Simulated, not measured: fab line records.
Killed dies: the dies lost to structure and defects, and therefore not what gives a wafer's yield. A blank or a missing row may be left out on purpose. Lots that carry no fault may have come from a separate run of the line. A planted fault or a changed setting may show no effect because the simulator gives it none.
Which tool is to blame?	flow nand harc	72 wafers from 24 lots sampled at 3 of the route's 1302 steps

== WHAT THE GAUGES READ, wafer by wafer ==
NHARC_A_CONTACT_CD_MEAS_53. Usual: cd nm reads 289.5 nm (standard deviation 0.9).
lot	measured	on	cd nm (nm)	flag
L074	day 21 19:05	cd sem-03	289.9 290.7 289.6	
L075	day 22 09:03	cd sem-01	288.6 288.1 288.9	
L077	day 22 11:09	cd sem-02	287.4 286.8 287.5	
L078	day 22 20:56	cd sem-03	290.4 290.4 290.5	
L076	day 22 21:02	cd sem-03	289.7 289.7 289.3	
L079	day 24 08:35	cd sem-03	289.6 288.7 289.0	
L080	day 24 09:04	cd sem-01	288.9 289.3 289.2	
L082	day 24 18:32	cd sem-03	288.1 288.2 288.7	
L081	day 24 22:46	cd sem-01	291.2 290.3 290.8	
L085	day 26 06:40	cd sem-03	289.7 290.1 290.1	
L083	day 26 07:29	cd sem-01	288.4 288.4 288.7	
L086	day 26 12:04	cd sem-03	289.6 289.5 290.0	
L084	day 26 12:00	cd sem-01	289.7 289.9 289.7	
L087	day 27 09:02	cd sem-01	290.1 290.0 290.0	
L091	day 27 18:25	cd sem-02	289.7 289.8 290.3	
L088	day 27 19:37	cd sem-03	289.4 289.7 288.8	
L090	day 28 01:07	cd sem-03	290.3 290.2 290.2	
L089	day 28 08:11	cd sem-02	290.4 289.6 289.9	
L092	day 28 18:20	cd sem-02	290.3 290.3 289.7	
L093	day 29 22:00	cd sem-02	289.7 289.7 290.4	
L094	day 30 09:02	cd sem-03	290.2 290.0 290.2	
L096	day 30 11:01	cd sem-03	289.5 289.5 289.2	
L095	day 30 13:16	cd sem-03	289.9 290.3 290.2	
L097	day 30 18:46	cd sem-03	287.3 288.3 287.7	

== TOOL THAT RAN EACH LOT (tool first, then ch and the chambers of the sampled wafers, then the start) ==
lot	NHARC_A_CONTACT_ETCH_111	NHARC_A_CONTACT_ETCH_120
L074	har cap etch-01 ch 0,1, day 21 15:50	har cap etch-01 ch 0,1, day 21 17:24
L075	har cap etch-03 ch 0,1, day 22 05:46	har cap etch-03 ch 0,1, day 22 07:20
L077	har cap etch-02 ch 0,1, day 22 07:53	har cap etch-02 ch 0,1, day 22 09:27
L078	har cap etch-02 ch 0,1, day 22 17:40	har cap etch-02 ch 0,1, day 22 19:14
L076	har cap etch-01 ch 0,1, day 22 17:48	har cap etch-01 ch 0,1, day 22 19:22
L079	har cap etch-02 ch 0,1, day 24 05:22	har cap etch-02 ch 0,1, day 24 06:56
L080	har cap etch-01 ch 0,1, day 24 05:45	har cap etch-01 ch 0,1, day 24 07:19
L082	har cap etch-03 ch 0,1, day 24 15:15	har cap etch-03 ch 0,1, day 24 16:49
L081	har cap etch-02 ch 0,1, day 24 19:33	har cap etch-02 ch 0,1, day 24 21:07
L085	har cap etch-02 ch 0,1, day 26 03:28	har cap etch-02 ch 0,1, day 26 05:02
L083	har cap etch-01 ch 0,1, day 26 04:13	har cap etch-01 ch 0,1, day 26 05:47
L086	har cap etch-02 ch 0,1, day 26 08:46	har cap etch-02 ch 0,1, day 26 10:21
L084	har cap etch-03 ch 0,1, day 26 08:48	har cap etch-03 ch 0,1, day 26 10:21
L087	har cap etch-03 ch 0,1, day 27 05:46	har cap etch-03 ch 0,1, day 27 07:19
L091	har cap etch-01 ch 0,1, day 27 15:02	har cap etch-01 ch 0,1, day 27 16:37
L088	har cap etch-03 ch 0,1, day 27 15:57	har cap etch-03 ch 0,1, day 27 17:31
L090	har cap etch-02 ch 0,1, day 27 21:50	har cap etch-02 ch 0,1, day 27 23:23
L089	har cap etch-02 ch 0,1, day 28 04:41	har cap etch-02 ch 0,1, day 28 06:14
L092	har cap etch-01 ch 0,1, day 28 15:08	har cap etch-01 ch 0,1, day 28 16:41
L093	har cap etch-01 ch 0,1, day 29 18:44	har cap etch-01 ch 0,1, day 29 20:18
L094	har cap etch-03 ch 0,1, day 30 05:41	har cap etch-03 ch 0,1, day 30 07:16
L096	har cap etch-01 ch 0,1, day 30 07:46	har cap etch-01 ch 0,1, day 30 09:20
L095	har cap etch-02 ch 0,1, day 30 10:05	har cap etch-02 ch 0,1, day 30 11:38
L097	har cap etch-03 ch 1, day 30 15:32	har cap etch-03 ch 1, day 30 17:05
- NHARC_A_CONTACT_ETCH_111: etches the open film in C4F8/O2/Ar, time 140 s, target depth 700 nm.
- NHARC_A_CONTACT_ETCH_120: etches the open film in C4F8/O2/Ar, time 190 s, target depth 1850 nm.

== WHAT THE TOOLS THEMSELVES READ (means of the sampled wafers that have a number; where no wafer has one, the mark that the record gives instead) ==
The record holds no such reading with a usual standard deviation.

== THE ANSWER, worked out from the rows above alone ==
Rule: lot off if the mean of its wafers having a number is beyond 3 standard deviations from the usual mean. Also off: a lot with no number at a reading for which 4 or more lots have one. The other lots that the step has rows for count as sound. The gauges are gone through in route order, then the tools' own readings, and for those a lot's mean is taken as printed above. At the first step where some lot is off, the reading lying furthest off is the one used; lots without a number count as furthest.
No lot is off at any reading shown: from this, nothing can be told.

== WHAT THE SIMULATOR HAD PUT IN ==
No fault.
